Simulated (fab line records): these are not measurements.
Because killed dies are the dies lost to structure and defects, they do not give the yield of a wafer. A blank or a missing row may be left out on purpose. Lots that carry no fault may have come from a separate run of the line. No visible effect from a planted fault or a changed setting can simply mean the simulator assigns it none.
Chamber matching / flow nandHarc / rieDiel-03 running NHARC_P_GATE_STRIP_108: 4 sister chambers
The step strips in O2. 14 wafers are shown with their chamber, then 7 later ones without.

EACH WAFER AND ITS CHAMBER
wafer=L405.2; chamber=2; showerheadPlenumPTorr (Torr)=3.37; drypumpMotorCurrentA (A)=5.6; oesProductAu (a.u.)=0.984
wafer=L405.3; chamber=1; showerheadPlenumPTorr (Torr)=3.63; drypumpMotorCurrentA (A)=6.1; oesProductAu (a.u.)=0.989
wafer=L405.6; chamber=1; showerheadPlenumPTorr (Torr)=3.63; drypumpMotorCurrentA (A)=6.1; oesProductAu (a.u.)=0.991
wafer=L406.2; chamber=1; showerheadPlenumPTorr (Torr)=3.62; drypumpMotorCurrentA (A)=6.0; oesProductAu (a.u.)=0.994
wafer=L406.3; chamber=0; showerheadPlenumPTorr (Torr)=3.59; drypumpMotorCurrentA (A)=6.6; oesProductAu (a.u.)=0.995
wafer=L406.4; chamber=2; showerheadPlenumPTorr (Torr)=3.37; drypumpMotorCurrentA (A)=5.6; oesProductAu (a.u.)=0.984
wafer=L412.1; chamber=1; showerheadPlenumPTorr (Torr)=3.62; drypumpMotorCurrentA (A)=6.0; oesProductAu (a.u.)=1.003
wafer=L412.3; chamber=0; showerheadPlenumPTorr (Torr)=3.59; drypumpMotorCurrentA (A)=6.6; oesProductAu (a.u.)=1.003
wafer=L412.4; chamber=3; showerheadPlenumPTorr (Torr)=3.39; drypumpMotorCurrentA (A)=5.7; oesProductAu (a.u.)=0.989
wafer=L417.1; chamber=3; showerheadPlenumPTorr (Torr)=3.39; drypumpMotorCurrentA (A)=5.7; oesProductAu (a.u.)=0.992
wafer=L417.4; chamber=1; showerheadPlenumPTorr (Torr)=3.62; drypumpMotorCurrentA (A)=6.0; oesProductAu (a.u.)=1.001
wafer=L417.6; chamber=0; showerheadPlenumPTorr (Torr)=3.59; drypumpMotorCurrentA (A)=6.6; oesProductAu (a.u.)=1.004
wafer=L419.3; chamber=2; showerheadPlenumPTorr (Torr)=3.37; drypumpMotorCurrentA (A)=5.6; oesProductAu (a.u.)=0.996
wafer=L419.4; chamber=1; showerheadPlenumPTorr (Torr)=3.62; drypumpMotorCurrentA (A)=6.1; oesProductAu (a.u.)=1.004

SIGNATURES (means of the wafers above)
reading=showerheadPlenumPTorr; chamber 0=3.5900; chamber 1=3.6233; chamber 2=3.3700; chamber 3=3.3900; scatter within a chamber=0.00365
reading=drypumpMotorCurrentA; chamber 0=6.600; chamber 1=6.050; chamber 2=5.600; chamber 3=5.700; scatter within a chamber=0.0387
reading=oesProductAu; chamber 0=1.00067; chamber 1=0.99700; chamber 2=0.98800; chamber 3=0.99050; scatter within a chamber=0.00599
Rule: for each reading, subtract the chamber's mean from the wafer's reading, divide by that reading's scatter and square the result; add these up over the readings and take the root, which gives the wafer's distance from the chamber. If the next closest chamber is less than 2 further off than the closest, the wafer can't be placed; otherwise it belongs to the closest. How the scatter is found: for the shown wafers, subtract from each reading the mean of its chamber, square and add these, divide the total by (wafers less chambers), then take the root.

WAFERS MISSING THEIR CHAMBER
wafer=L419.5; showerheadPlenumPTorr (Torr)=3.59; drypumpMotorCurrentA (A)=6.7; oesProductAu (a.u.)=0.994
wafer=L424.2; showerheadPlenumPTorr (Torr)=3.62; drypumpMotorCurrentA (A)=6.0; oesProductAu (a.u.)=0.980
wafer=L424.3; showerheadPlenumPTorr (Torr)=3.59; drypumpMotorCurrentA (A)=6.7; oesProductAu (a.u.)=1.004
wafer=L424.5; showerheadPlenumPTorr (Torr)=3.37; drypumpMotorCurrentA (A)=5.6; oesProductAu (a.u.)=1.009
wafer=L426.1; showerheadPlenumPTorr (Torr)=3.62; drypumpMotorCurrentA (A)=6.0; oesProductAu (a.u.)=0.989
wafer=L426.3; showerheadPlenumPTorr (Torr)=3.58; drypumpMotorCurrentA (A)=6.6; oesProductAu (a.u.)=1.016
wafer=L426.4; showerheadPlenumPTorr (Torr)=3.39; drypumpMotorCurrentA (A)=5.7; oesProductAu (a.u.)=1.008

WHICH CHAMBER EACH WENT THROUGH
wafer=L419.5; from the rows above=0; in truth=0
wafer=L424.2; from the rows above=1; in truth=1
wafer=L424.3; from the rows above=0; in truth=0
wafer=L424.5; from the rows above=2; in truth=2
wafer=L426.1; from the rows above=1; in truth=1
wafer=L426.3; from the rows above=0; in truth=0
wafer=L426.4; from the rows above=3; in truth=3
Placed correctly: 7 of 7. Can't be placed from these rows: 0. 0 placed wrongly.
